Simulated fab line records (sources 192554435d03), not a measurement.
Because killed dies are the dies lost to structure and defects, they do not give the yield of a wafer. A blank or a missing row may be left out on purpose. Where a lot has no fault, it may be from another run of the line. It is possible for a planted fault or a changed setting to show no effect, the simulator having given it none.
fab line records -- flow n5-finfet -- part 2 of 2: steps 5 to 6 of 6
[record] lots = 20, wafers = 60, last-day = 17
route steps=1938 shown WELL_APT@44 FIN_SAQP@99
lots that met no fault: taken from a fault-free run of the same line
start-h: the number of hours between the record's first day and the start of the first shown wafer of the lot -- wait-h: hours since the lot's step before -- " repeats the value in the row above -- L1.1+2: a single row standing in for several wafers -- - value missing, or start not given -- * or withheld: withheld -- < > ~ a bound
route shown NAME@n: NAME is a module with steps in the file, n the number in the route of the first one -- usual: mean/standard deviation of fault-free wafers -- same: alike in all rows -- chamber/n: place in a boat -- sites: the reading at each site -- _std_site: the standard deviation of these -- _edge_site: the outer-site mean with the inner-site mean subtracted -- radius-mm: for every site, how far away it sits from the centre of the wafer -- mask NAME#n: copy n -- behind: the most recent tool/chamber to have shaped the wafer -- hold: why the lot was held/for how many hours/how that ended -- device: which transistor (n, p or np) failed to switch -- end of line: the tests these same wafers got at the end of their route -- step lacking rows: just its recipe -- killed: dies that structure and defects cost at the first sort, which is not the same as the wafer's yield -- map: dies across one wafer; x = killed, . = not, _ = none there
set.NAME: the run value of the setting; set.NAME@STEP: its run value at that earlier step -- model.NAME: the simulator's own value behind a step, which no gauge read
a sample of lots followed through the steps of the route, with each step as a table and each wafer as a row
services: a tool's chamber out of use, with start hour (start-h, from the record's first day; less than 0 if before it), hours out, and reason
[[steps]]
[step N5_FIN_SAQP_HM_OPEN_33]
[recipe] chemistry = CH3F/O2, target = SiNx, mask-material = SiO2, target-depth-a = 494, time-s = 70.6, pressure-mtorr = 30, source-w = 395, bias-w = 73, Ar_flow_sccm = 150, CH3F_flow_sccm = 30, O2_flow_sccm = 20, ion-energy-ev = 120, ends = cleared
[usual] drypump-motor-current-A = 5.60/0.29, etch-rf-on-time-s = 70.0/1.5, oes-product-au = 0.67/0.072, rf-fwd-power-W = 391.3/1.4, rf-vpp-V = 296/8.9, showerhead-plenum-p-Torr = 1.97/0.056, throttle-valve-pct = 16.35/0.23
lot.wafer,tool,chamber,start-h,wait-h,drypump-motor-current-A,etch-rf-on-time-s,oes-product-au,rf-fwd-power-W,rf-hours-counter-h,rf-vpp-V,showerhead-plenum-p-Torr,throttle-valve-pct
L074.3,rie-diel-06,2,26.03,0.0,5.55,67.3,0.81,393.3,19,290,2.05,16.15
L074.4,rie-diel-06,0,26.03,0.0,6.00,69.9,0.60,391.2,243,297,1.95,16.36
L074.5,rie-diel-06,1,26.03,0.0,5.41,71.6,0.59,387.7,-,297,2.06,16.62
L075.1,rie-diel-02,1,32.41,0.0,5.20,68.2,0.69,390.9,78,310,1.96,16.76
L075.2,rie-diel-02,3,32.41,0.0,5.73,69.5,0.60,392.0,218,303,1.98,16.56
L075.3,rie-diel-02,0,32.41,0.0,5.71,72.2,0.64,390.0,162,281,1.90,16.43
L077.1,rie-diel-02,3,45.26,0.1,5.77,70.2,0.60,392.0,221,304,1.98,16.56
L077.3,rie-diel-02,2,45.26,0.1,5.66,70.2,0.64,392.2,161,292,1.97,16.36
L077.6,rie-diel-02,1,45.26,0.1,5.25,69.4,0.69,391.2,-,308,1.96,16.76
L078.1,rie-diel-06,1,50.44,0.0,5.40,70.4,0.58,390.4,245,296,2.05,16.61
L078.5,rie-diel-06,2,50.44,0.0,5.52,68.8,0.80,393.8,-,292,2.04,16.15
L078.6,rie-diel-06,3,50.44,0.0,5.92,70.9,0.62,391.5,-,286,1.91,16.50
L080.2,rie-diel-02,2,63.11,0.1,5.70,70.0,0.63,389.8,167,292,1.97,16.37
L080.4,rie-diel-02,1,63.11,0.1,5.21,68.7,0.69,392.1,88,308,1.96,16.77
L080.6,rie-diel-02,3,63.11,0.1,5.75,71.1,0.60,393.4,-,305,1.97,16.58
L081.2,rie-diel-06,3,68.86,0.1,5.94,69.9,0.62,391.6,177,286,1.91,16.52
L081.3,rie-diel-06,2,68.86,0.1,5.53,68.1,0.77,393.7,35,291,2.04,16.17
L081.4,rie-diel-06,3,68.86,0.1,5.95,71.6,0.62,391.7,-,286,1.91,16.51
L082.2,rie-diel-02,1,74.83,0.1,5.29,72.0,0.67,391.0,93,307,1.96,16.79
L082.3,rie-diel-02,0,74.83,0.1,5.67,73.3,0.63,391.6,174,280,1.90,16.45
L082.6,rie-diel-02,3,74.83,0.1,5.72,72.1,0.59,393.5,-,303,1.97,16.58
L083.1,rie-diel-03,1,79.50,0.0,5.23,69.3,0.71,392.0,78,305,1.93,16.09
L083.4,rie-diel-03,2,79.50,0.0,5.70,71.1,0.81,391.1,11,308,2.05,16.09
L083.5,rie-diel-03,0,79.50,0.0,5.11,69.9,0.61,391.5,-,303,2.07,16.25
L084.1,rie-diel-02,3,89.05,0.4,5.76,69.6,0.60,392.3,238,303,1.97,16.58
L084.3,rie-diel-02,1,89.05,0.4,5.20,67.3,0.68,391.1,97,307,1.95,16.80
L084.6,rie-diel-02,2,89.05,0.4,5.70,69.2,0.63,391.7,-,291,1.97,16.42
L085.2,rie-diel-03,0,93.70,0.3,5.11,68.0,0.61,392.5,207,303,2.07,16.26
L085.3,rie-diel-03,3,93.70,0.3,5.89,70.2,0.65,390.0,134,291,1.99,16.16
L085.6,rie-diel-03,1,93.70,0.3,5.21,70.6,0.71,392.6,-,304,1.93,16.12
L086.1,rie-diel-03,0,101.50,0.0,5.09,67.0,0.61,390.9,210,302,2.07,16.26
L086.3,rie-diel-03,2,101.50,0.0,5.72,68.3,0.80,390.6,19,310,2.05,16.09
L086.4,rie-diel-03,1,101.50,0.0,5.24,71.5,0.70,390.3,86,306,1.93,16.10
L087.1,rie-diel-02,1,108.89,0.0,5.25,69.9,0.66,390.9,103,309,1.95,16.80
L087.2,rie-diel-02,2,108.89,0.0,5.66,69.2,0.63,391.6,184,291,1.97,16.40
L087.3,rie-diel-02,3,108.89,0.0,5.74,69.6,0.59,390.0,246,305,1.97,16.60
L088.1,rie-diel-03,3,112.25,0.2,5.89,71.0,0.64,392.1,140,290,1.99,16.17
L088.4,rie-diel-03,1,112.25,0.2,5.21,70.3,0.70,393.5,89,306,1.93,16.12
L088.5,rie-diel-03,0,112.25,0.2,5.10,69.0,0.60,391.3,-,302,2.07,16.27
L089.2,rie-diel-06,0,116.38,0.0,6.05,72.9,0.77,393.1,15,297,1.94,15.96
L089.5,rie-diel-06,2,116.38,0.0,5.54,69.1,0.75,391.7,-,290,2.03,16.21
L089.6,rie-diel-06,3,116.38,0.0,5.94,71.0,0.60,392.5,-,286,1.90,16.55
L090.2,rie-diel-06,3,122.71,0.0,5.91,69.3,0.60,389.9,200,285,1.90,16.57
L090.3,rie-diel-06,0,122.71,0.0,6.04,72.2,0.77,391.7,17,298,1.94,15.96
L090.5,rie-diel-06,3,122.71,0.0,5.91,70.0,0.60,390.9,-,286,1.90,16.56
L092.2,rie-diel-02,0,134.04,0.0,5.67,70.8,0.63,389.2,197,279,1.89,16.49
L092.4,rie-diel-02,1,134.04,0.0,5.21,69.9,0.66,389.6,-,308,1.95,16.82
L092.5,rie-diel-02,0,134.04,0.0,5.70,71.1,0.62,388.4,-,281,1.89,16.50
L094.2,rie-diel-03,2,145.77,0.0,5.70,69.1,0.78,390.5,33,307,2.04,16.13
L094.4,rie-diel-03,0,145.77,0.0,5.09,68.9,0.59,390.1,226,303,2.06,16.31
L094.6,rie-diel-03,1,145.77,0.0,5.23,72.1,0.69,391.1,-,305,1.92,16.15
L095.1,rie-diel-02,0,153.05,0.0,5.68,71.3,0.61,390.5,203,280,1.89,16.49
L095.2,rie-diel-02,2,153.05,0.0,5.68,70.6,0.60,392.6,205,293,1.96,16.46
L095.4,rie-diel-02,3,153.05,0.0,5.76,69.9,0.83,390.7,2,303,1.97,16.15
L096.1,rie-diel-06,2,158.05,0.1,5.52,68.3,0.73,392.1,70,289,2.03,16.24
L096.5,rie-diel-06,0,158.05,0.1,6.06,73.2,0.74,390.9,-,297,1.94,15.99
L096.6,rie-diel-06,3,158.05,0.1,5.91,69.9,0.59,391.1,-,286,1.90,16.59
L097.2,rie-diel-06,1,164.08,0.0,5.42,67.7,0.76,389.3,32,297,2.04,16.21
L097.5,rie-diel-06,3,164.08,0.0,5.92,69.6,0.60,391.2,-,285,1.90,16.58
L097.6,rie-diel-06,2,164.08,0.0,5.53,68.6,0.73,393.0,-,291,2.03,16.23
[step N5_FIN_SAQP_FIN_ETCH_36]
[recipe] chemistry = HBr/Cl2/O2, target-depth-a = 1200, mask-material = SiNx, time-s = 50.4, bias-w = 102, pressure-mtorr = 10, icp-w = 800, HBr_flow_sccm = 150, Cl2_flow_sccm = 80, O2_flow_sccm = 12
[usual] drypump-motor-current-A = 5.9/0.6, oes-product-au = 0.994/0.02, rf-fwd-power-W = 795.7/2.8, throttle-valve-pct = 36.0/0.38
lot.wafer,tool,chamber,start-h,wait-h,drypump-motor-current-A,oes-product-au,rf-fwd-power-W,rf-hours-counter-h,throttle-valve-pct
L074.3,rie-si-04,0,26.31,0.0,6.6,0.972,798.1,82,35.4
L074.4,rie-si-04,0,26.31,0.0,6.6,0.972,797.9,-,35.4
L074.5,rie-si-04,1,26.31,0.0,5.1,1.027,796.3,-,35.8
L075.1,rie-si-03,2,32.70,0.0,5.2,0.992,794.8,142,35.9
L075.2,rie-si-03,0,32.70,0.0,6.8,0.987,796.3,55,37.0
L075.3,rie-si-03,3,32.70,0.0,5.4,0.972,791.3,44,35.7
L077.1,rie-si-04,2,45.55,0.0,5.8,1.000,794.8,0,36.3
L077.3,rie-si-04,3,45.55,0.0,5.7,1.007,795.8,188,36.2
L077.6,rie-si-04,3,45.55,0.0,5.7,1.010,793.1,-,36.2
L078.1,rie-si-04,1,50.73,0.0,5.2,1.029,794.2,135,35.8
L078.5,rie-si-04,0,50.73,0.0,6.6,0.976,800.1,-,35.4
L078.6,rie-si-04,3,50.73,0.0,5.7,1.015,795.8,-,36.2
L080.2,rie-si-04,3,63.40,0.0,5.7,1.022,800.5,189,36.2
L080.4,rie-si-04,0,63.40,0.0,6.6,0.976,800.6,83,35.4
L080.6,rie-si-04,2,63.40,0.0,5.9,1.005,790.8,-,36.3
L081.2,rie-si-02,0,69.14,0.0,4.9,0.960,793.6,121,36.0
L081.3,rie-si-02,3,69.14,0.0,6.1,0.985,800.8,122,36.1
L081.4,rie-si-02,1,69.14,0.0,5.7,0.996,800.1,5,35.5
L082.2,rie-si-03,1,75.11,0.0,6.6,1.020,794.1,144,36.5
L082.3,rie-si-03,3,75.11,0.0,5.4,0.980,793.4,45,35.7
L082.6,rie-si-03,2,75.11,0.0,5.3,0.989,794.7,-,35.9
L083.1,rie-si-03,0,79.79,0.0,6.8,0.999,796.2,56,37.0
L083.4,rie-si-03,3,79.79,0.0,5.4,0.975,797.4,45,35.7
L083.5,rie-si-03,3,79.79,0.0,5.4,0.982,796.1,-,35.7
L084.1,rie-si-02,2,89.34,0.0,6.6,1.000,792.4,163,36.3
L084.3,rie-si-02,0,89.34,0.0,4.9,0.957,788.9,121,36.0
L084.6,rie-si-02,3,89.34,0.0,6.2,0.986,792.6,-,36.0
L085.2,rie-si-02,0,93.99,0.0,4.9,0.969,789.6,121,36.0
L085.3,rie-si-02,3,93.99,0.0,6.2,0.986,796.1,123,36.1
L085.6,rie-si-02,3,93.99,0.0,6.2,0.996,796.4,-,36.0
L086.1,rie-si-02,2,101.79,0.0,6.6,0.996,794.9,164,36.3
L086.3,rie-si-02,3,101.79,0.0,6.2,0.986,795.0,123,36.1
L086.4,rie-si-02,0,101.79,0.0,4.9,0.966,791.8,121,36.0
L087.1,rie-si-02,2,109.18,0.0,6.6,1.001,792.1,164,36.3
L087.2,rie-si-02,1,109.18,0.0,5.7,0.998,796.8,6,35.5
L087.3,rie-si-02,3,109.18,0.0,6.2,0.991,795.2,123,36.1
L088.1,rie-si-02,3,112.53,0.0,6.2,0.982,795.9,123,36.1
L088.4,rie-si-02,0,112.53,0.0,4.9,0.968,792.1,121,36.0
L088.5,rie-si-02,2,112.53,0.0,6.6,0.994,794.2,-,36.3
L089.2,rie-si-04,1,116.67,0.0,5.2,1.033,797.8,136,35.8
L089.5,rie-si-04,1,116.67,0.0,5.2,1.032,797.0,-,35.8
L089.6,rie-si-04,2,116.67,0.0,5.9,1.013,795.0,-,36.3
L090.2,rie-si-02,2,122.99,0.0,6.6,1.010,796.4,164,36.3
L090.3,rie-si-02,1,122.99,0.0,5.7,1.007,790.8,6,35.5
L090.5,rie-si-02,2,122.99,0.0,6.6,1.005,795.8,-,36.3
L092.2,rie-si-02,0,134.32,0.0,4.9,0.957,793.1,122,36.0
L092.4,rie-si-02,3,134.32,0.0,6.2,0.987,794.5,124,36.0
L092.5,rie-si-02,3,134.32,0.0,6.2,0.990,797.6,-,36.1
L094.2,rie-si-02,2,146.05,0.0,6.6,1.002,791.9,164,36.3
L094.4,rie-si-02,3,146.05,0.0,6.2,0.991,797.0,124,36.1
L094.6,rie-si-02,1,146.05,0.0,5.7,0.999,797.4,-,35.5
L095.1,rie-si-03,0,153.33,0.0,6.8,1.008,794.5,57,37.0
L095.2,rie-si-03,2,153.33,0.0,5.3,0.988,794.9,145,35.9
L095.4,rie-si-03,1,153.33,0.0,6.6,1.024,800.0,145,36.5
L096.1,rie-si-03,1,158.34,0.0,6.6,1.028,797.6,146,36.5
L096.5,rie-si-03,1,158.34,0.0,6.6,1.033,792.4,-,36.4
L096.6,rie-si-03,2,158.34,0.0,5.2,0.995,799.7,-,35.9
L097.2,rie-si-04,3,164.37,0.0,5.7,1.006,797.7,191,36.2
L097.5,rie-si-04,0,164.37,0.0,6.6,0.988,797.3,-,35.4
L097.6,rie-si-04,3,164.37,0.0,5.7,1.016,796.7,-,36.2
[[services]]
tool,chamber,start-h,hours,kind
rie-diel-03,2,1.38,1.5,repair
rie-diel-02,-,13.59,0.5,repair
rie-diel-06,2,33.31,9.9,repair
rie-diel-06,0,44.90,-,clean
rie-diel-06,0,44.90,-,consumable-replace:focus-ring
rie-diel-06,0,44.90,20.5,scheduled-down
rie-diel-06,0,44.90,20.5,vent-cycle
pecvd-01,2,49.70,14.9,repair
pecvd-04,2,56.57,5.3,repair
rie-diel-03,-,61.54,5.7,repair
rie-diel-02,0,68.45,6.2,repair
pecvd-04,-,85.71,0.6,repair
rie-diel-02,-,91.15,2.8,pm
rie-diel-06,0,91.22,16.7,repair
rie-si-03,-,109.71,0.8,repair
rie-diel-02,1,112.26,2.7,repair
rie-diel-02,3,116.22,-,clean
rie-diel-02,3,116.22,-,consumable-replace:focus-ring
rie-diel-02,3,116.22,31.6,scheduled-down
rie-diel-02,3,116.22,31.6,vent-cycle
rie-si-02,0,122.37,3.4,repair
rie-si-03,1,134.50,7.3,repair
rie-diel-06,3,143.16,8.3,repair
pecvd-04,-,148.13,1.1,repair
